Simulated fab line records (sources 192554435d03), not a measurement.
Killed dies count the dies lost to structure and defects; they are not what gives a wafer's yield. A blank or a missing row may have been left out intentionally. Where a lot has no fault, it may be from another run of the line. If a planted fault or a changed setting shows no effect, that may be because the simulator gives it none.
Chamber matching | flow n5 finfet | N5_BEOL_M9_STRIP_19 on rie diel-06: 3 sister chambers
The step strips in O2. 14 wafers are shown with their chamber, then 6 later ones without.

WAFERS WITH THEIR CHAMBER
wafer  | chamber | showerhead plenum p Torr (Torr) | drypump motor current A (A) | rf vpp V (V)
L074.4 | 3       | 2.10                            | 6.2                         | 3.4
L074.5 | 0       | 2.10                            | 6.1                         | 4.6
L074.6 | 3       | 2.10                            | 6.2                         | 5.1
L078.2 | 0       | 2.10                            | 6.2                         | 3.9
L078.4 | 2       | 2.16                            | 6.2                         | 3.4
L078.5 | 2       | 2.16                            | 6.2                         | 2.5
L080.1 | 2       | 2.15                            | 6.2                         | 3.8
L080.2 | 3       | 2.10                            | 6.2                         | 3.9
L080.6 | 3       | 2.10                            | 6.2                         | 4.5
L088.2 | 3       | 2.09                            | 6.2                         | 3.0
L088.4 | 0       | 2.09                            | 6.1                         | 2.6
L088.6 | 3       | 2.09                            | 6.2                         | 3.2
L092.1 | 3       | 2.09                            | 6.2                         | 3.0
L092.2 | 2       | 2.15                            | 6.2                         | 4.2

SIGNATURES, as means of the wafers listed above
reading                  | chamber 0 | chamber 2 | chamber 3 | scatter within a chamber
showerhead plenum p Torr | 2.0967    | 2.1550    | 2.0957    | 0.00554
drypump motor current A  | 6.133     | 6.200     | 6.200     | 0.0246
rf vpp V                 | 3.700     | 3.475     | 3.729     | 0.831
Rule: a wafer's distance from a chamber is the root of the sum, over the readings, of the square of ((its reading less the chamber's mean) divided by the reading's scatter). If the next closest chamber is less than 2 further off than the closest, the wafer can't be placed; otherwise it belongs to the closest. The scatter: take each reading less its chamber's mean, square it, sum over the shown wafers, divide by the number of wafers less the number of chambers, and take the root.

WAFERS WITHOUT THEIR CHAMBER
wafer  | showerhead plenum p Torr (Torr) | drypump motor current A (A) | rf vpp V (V)
L094.2 | 2.14                            | 6.1                         | 4.7
L094.4 | 2.09                            | 6.2                         | 4.0
L094.5 | 2.08                            | 6.1                         | 3.2
L097.3 | 2.09                            | 6.2                         | 3.1
L097.4 | 2.08                            | 6.1                         | 3.3
L097.5 | 2.14                            | 6.1                         | 3.7

THE CHAMBER EACH PASSED THROUGH
wafer  | from the rows above     | in truth
L094.2 | 2                       | 2
L094.4 | can't be placed: 3 or 0 | 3
L094.5 | can't be placed: 0 or 3 | 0
L097.3 | can't be placed: 3 or 0 | 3
L097.4 | can't be placed: 0 or 3 | 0
L097.5 | 2                       | 2
Correctly placed: 2 of 6. Can't be placed from these rows: 4 (the true chamber is among the candidates in 4). Number placed wrongly: 0.
